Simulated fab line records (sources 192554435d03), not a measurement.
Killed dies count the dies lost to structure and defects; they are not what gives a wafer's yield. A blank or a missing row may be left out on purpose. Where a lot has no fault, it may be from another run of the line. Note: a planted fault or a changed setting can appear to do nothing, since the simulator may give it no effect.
Matching of chambers / flow n5 finfet / N5_BEOL_M2_STRIP_19 on rie diel-04: 4 sister chambers
The step strips in O2. 24 wafers are shown with their chamber, then 12 later ones without.

== WAFERS, EACH WITH ITS CHAMBER ==
wafer=L075.2; chamber=0; showerhead plenum p Torr (Torr)=2.24; throttle valve pct (%)=16.29; drypump motor current A (A)=5.6
wafer=L075.5; chamber=2; showerhead plenum p Torr (Torr)=2.08; throttle valve pct (%)=16.91; drypump motor current A (A)=6.3
wafer=L075.6; chamber=1; showerhead plenum p Torr (Torr)=2.19; throttle valve pct (%)=16.60; drypump motor current A (A)=5.7
wafer=L076.3; chamber=0; showerhead plenum p Torr (Torr)=2.23; throttle valve pct (%)=16.29; drypump motor current A (A)=5.5
wafer=L076.4; chamber=3; showerhead plenum p Torr (Torr)=2.03; throttle valve pct (%)=16.37; drypump motor current A (A)=5.5
wafer=L076.5; chamber=2; showerhead plenum p Torr (Torr)=2.08; throttle valve pct (%)=16.91; drypump motor current A (A)=6.2
wafer=L077.3; chamber=2; showerhead plenum p Torr (Torr)=2.08; throttle valve pct (%)=16.91; drypump motor current A (A)=6.3
wafer=L077.5; chamber=1; showerhead plenum p Torr (Torr)=2.19; throttle valve pct (%)=16.63; drypump motor current A (A)=5.7
wafer=L077.6; chamber=2; showerhead plenum p Torr (Torr)=2.08; throttle valve pct (%)=16.92; drypump motor current A (A)=6.3
wafer=L078.2; chamber=1; showerhead plenum p Torr (Torr)=2.19; throttle valve pct (%)=16.62; drypump motor current A (A)=5.7
wafer=L078.3; chamber=0; showerhead plenum p Torr (Torr)=2.23; throttle valve pct (%)=16.29; drypump motor current A (A)=5.5
wafer=L078.4; chamber=2; showerhead plenum p Torr (Torr)=2.08; throttle valve pct (%)=16.91; drypump motor current A (A)=6.3
wafer=L079.1; chamber=1; showerhead plenum p Torr (Torr)=2.19; throttle valve pct (%)=16.62; drypump motor current A (A)=5.7
wafer=L079.3; chamber=3; showerhead plenum p Torr (Torr)=2.03; throttle valve pct (%)=16.38; drypump motor current A (A)=5.6
wafer=L079.4; chamber=0; showerhead plenum p Torr (Torr)=2.23; throttle valve pct (%)=16.31; drypump motor current A (A)=5.6
wafer=L081.2; chamber=2; showerhead plenum p Torr (Torr)=2.08; throttle valve pct (%)=16.94; drypump motor current A (A)=6.3
wafer=L081.5; chamber=0; showerhead plenum p Torr (Torr)=2.23; throttle valve pct (%)=16.31; drypump motor current A (A)=5.5
wafer=L081.6; chamber=1; showerhead plenum p Torr (Torr)=2.19; throttle valve pct (%)=16.64; drypump motor current A (A)=5.7
wafer=L082.1; chamber=1; showerhead plenum p Torr (Torr)=2.19; throttle valve pct (%)=16.63; drypump motor current A (A)=5.7
wafer=L082.4; chamber=3; showerhead plenum p Torr (Torr)=2.02; throttle valve pct (%)=16.39; drypump motor current A (A)=5.5
wafer=L082.5; chamber=0; showerhead plenum p Torr (Torr)=2.23; throttle valve pct (%)=16.32; drypump motor current A (A)=5.5
wafer=L083.1; chamber=0; showerhead plenum p Torr (Torr)=2.23; throttle valve pct (%)=16.33; drypump motor current A (A)=5.5
wafer=L083.4; chamber=1; showerhead plenum p Torr (Torr)=2.19; throttle valve pct (%)=16.66; drypump motor current A (A)=5.7
wafer=L083.6; chamber=3; showerhead plenum p Torr (Torr)=2.02; throttle valve pct (%)=16.39; drypump motor current A (A)=5.5

SIGNATURES (means of the wafers above)
reading=showerhead plenum p Torr; chamber 0=2.2314; chamber 1=2.1900; chamber 2=2.0800; chamber 3=2.0250; scatter within a chamber=0.00305
reading=throttle valve pct; chamber 0=16.3057; chamber 1=16.6286; chamber 2=16.9167; chamber 3=16.3825; scatter within a chamber=0.0153
reading=drypump motor current A; chamber 0=5.529; chamber 1=5.700; chamber 2=6.283; chamber 3=5.525; scatter within a chamber=0.0388
Rule: distance of a wafer from a chamber = root of the sum over the readings of ((wafer's reading minus chamber's mean) / reading's scatter) squared. If the next closest chamber is less than 2 further off than the closest, the wafer can't be placed; otherwise it belongs to the closest. The scatter: the root of (the sum of the squares of (reading less its chamber's mean) over the shown wafers, divided by (wafers less chambers)).

== WAFERS WITHOUT THEIR CHAMBER ==
wafer=L086.1; showerhead plenum p Torr (Torr)=2.02; throttle valve pct (%)=16.40; drypump motor current A (A)=5.5
wafer=L086.2; showerhead plenum p Torr (Torr)=2.23; throttle valve pct (%)=16.35; drypump motor current A (A)=5.5
wafer=L086.4; showerhead plenum p Torr (Torr)=2.23; throttle valve pct (%)=16.33; drypump motor current A (A)=5.5
wafer=L090.3; showerhead plenum p Torr (Torr)=2.02; throttle valve pct (%)=16.42; drypump motor current A (A)=5.6
wafer=L090.4; showerhead plenum p Torr (Torr)=2.22; throttle valve pct (%)=16.35; drypump motor current A (A)=5.5
wafer=L090.6; showerhead plenum p Torr (Torr)=2.18; throttle valve pct (%)=16.67; drypump motor current A (A)=5.7
wafer=L092.2; showerhead plenum p Torr (Torr)=2.07; throttle valve pct (%)=16.48; drypump motor current A (A)=6.3
wafer=L092.3; showerhead plenum p Torr (Torr)=2.22; throttle valve pct (%)=16.37; drypump motor current A (A)=5.5
wafer=L092.4; showerhead plenum p Torr (Torr)=2.18; throttle valve pct (%)=16.66; drypump motor current A (A)=5.7
wafer=L097.1; showerhead plenum p Torr (Torr)=2.18; throttle valve pct (%)=16.70; drypump motor current A (A)=5.7
wafer=L097.3; showerhead plenum p Torr (Torr)=2.01; throttle valve pct (%)=16.45; drypump motor current A (A)=5.5
wafer=L097.5; showerhead plenum p Torr (Torr)=2.01; throttle valve pct (%)=16.45; drypump motor current A (A)=5.5

== WHICH CHAMBER EACH ONE RAN IN ==
wafer=L086.1; from the rows above=3; in truth=3
wafer=L086.2; from the rows above=0; in truth=0
wafer=L086.4; from the rows above=0; in truth=0
wafer=L090.3; from the rows above=3; in truth=3
wafer=L090.4; from the rows above=0; in truth=0
wafer=L090.6; from the rows above=1; in truth=1
wafer=L092.2; from the rows above=3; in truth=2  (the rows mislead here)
wafer=L092.3; from the rows above=0; in truth=0
wafer=L092.4; from the rows above=1; in truth=1
wafer=L097.1; from the rows above=1; in truth=1
wafer=L097.3; from the rows above=3; in truth=3
wafer=L097.5; from the rows above=3; in truth=3
Placed correctly: 11 of 12. Can't be placed from these rows: 0. Number placed wrongly: 1.
